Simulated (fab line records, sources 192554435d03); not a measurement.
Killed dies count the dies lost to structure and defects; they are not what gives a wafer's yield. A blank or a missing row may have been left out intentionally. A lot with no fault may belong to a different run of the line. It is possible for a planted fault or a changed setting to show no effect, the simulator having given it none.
Matching of chambers	flow n5Finfet	4 sister chambers for N5_SD_EPI_N_ETCH_45 on rieDiel-03
The step etches SiOCN in CH3F/O2, target depth 6 nm. 4 wafers are shown with their chamber, then 9 later ones without.

== WAFERS PAIRED WITH THEIR CHAMBERS ==
wafer	chamber	showerheadPlenumPTorr (Torr)
L079.6	0	1.97
L085.2	3	1.99
L085.3	1	2.02
L085.5	2	1.97

== WAFERS WITHOUT THEIR CHAMBER ==
wafer	showerheadPlenumPTorr (Torr)
L088.2	1.96
L088.5	1.96
L088.6	2.02
L091.1	2.02
L091.3	1.96
L091.5	1.96
L092.1	2.02
L092.2	1.98
L092.6	1.96

== WHICH CHAMBER EACH ONE RAN IN ==
wafer	from the rows above	in truth
L088.2	can't be placed: 0 or 2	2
L088.5	can't be placed: 0 or 2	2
L088.6	1	1
L091.1	1	1
L091.3	can't be placed: 0 or 2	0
L091.5	can't be placed: 0 or 2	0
L092.1	1	1
L092.2	can't be placed: 0 or 2 or 3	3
L092.6	can't be placed: 0 or 2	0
3 of 9 placed correctly. Not placeable from these rows: 6 (in 6, the candidates include the true chamber). Placed wrongly: 0.
How it was worked out, from the rows above alone: a wafer's distance from a chamber is the root of the sum, over the readings, of the square of ((its reading less the chamber's mean) divided by the reading's scatter). The wafer belongs to the nearest chamber; if the next one is less than 2 further off, it can't be placed. The mean given for a chamber averages the wafers shown for that chamber. The scatter (one wafer shown for each chamber): square how far every hidden wafer sits from the nearest shown wafer, average those squares and take the square root.
